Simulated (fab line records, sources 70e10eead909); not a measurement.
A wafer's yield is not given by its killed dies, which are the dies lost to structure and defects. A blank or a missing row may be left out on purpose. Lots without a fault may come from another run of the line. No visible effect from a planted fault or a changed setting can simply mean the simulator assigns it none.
Chamber matching ; flow nand_harc ; NHARC_A_STAIRCASE_TRIM_187 on rie_diel-11 has 4 sister chambers
The step chemistry O2, time 211.2 s. 8 wafers are shown with their chamber, then 8 later ones without.

== EACH WAFER AND ITS CHAMBER ==
wafer;chamber;drypump_motor_current_A (A);showerhead_plenum_p_Torr (Torr)
L075.2;2;5.6;3.40
L085.2;2;5.5;3.38
L085.5;3;6.3;3.61
L088.3;1;6.4;3.58
L088.6;3;6.3;3.61
L093.5;0;5.3;3.72
L093.6;1;6.4;3.57
L095.1;0;5.3;3.71

== WAFERS WHOSE CHAMBER IS MISSING ==
wafer;drypump_motor_current_A (A);showerhead_plenum_p_Torr (Torr)
L095.4;5.5;3.36
L095.5;6.4;3.57
L096.2;6.4;3.57
L096.4;6.3;3.59
L096.5;5.5;3.36
L097.1;5.6;3.36
L097.3;6.3;3.59
L097.5;5.3;3.71

== EACH ONE'S CHAMBER ==
wafer;from the rows above;in truth
L095.4;2;2
L095.5;1;1
L096.2;1;1
L096.4;can't be placed: 3 or 1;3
L096.5;2;2
L097.1;2;2
L097.3;can't be placed: 3 or 1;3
L097.5;0;0
6 of 8 placed correctly. Unplaceable from these rows: 2, with the true chamber sitting among the candidates in 2. 0 placed wrongly.
How it was worked out, from the rows above alone: a wafer's distance from a chamber is the root of the sum, over the readings, of the square of ((its reading less the chamber's mean) divided by the reading's scatter). If the next closest chamber is less than 2 further off than the closest, the wafer can't be placed; otherwise it belongs to the closest. A chamber's mean is the mean of its shown wafers. The scatter: take each reading less its chamber's mean, square it, sum over the shown wafers, divide by the number of wafers less the number of chambers, and take the root.
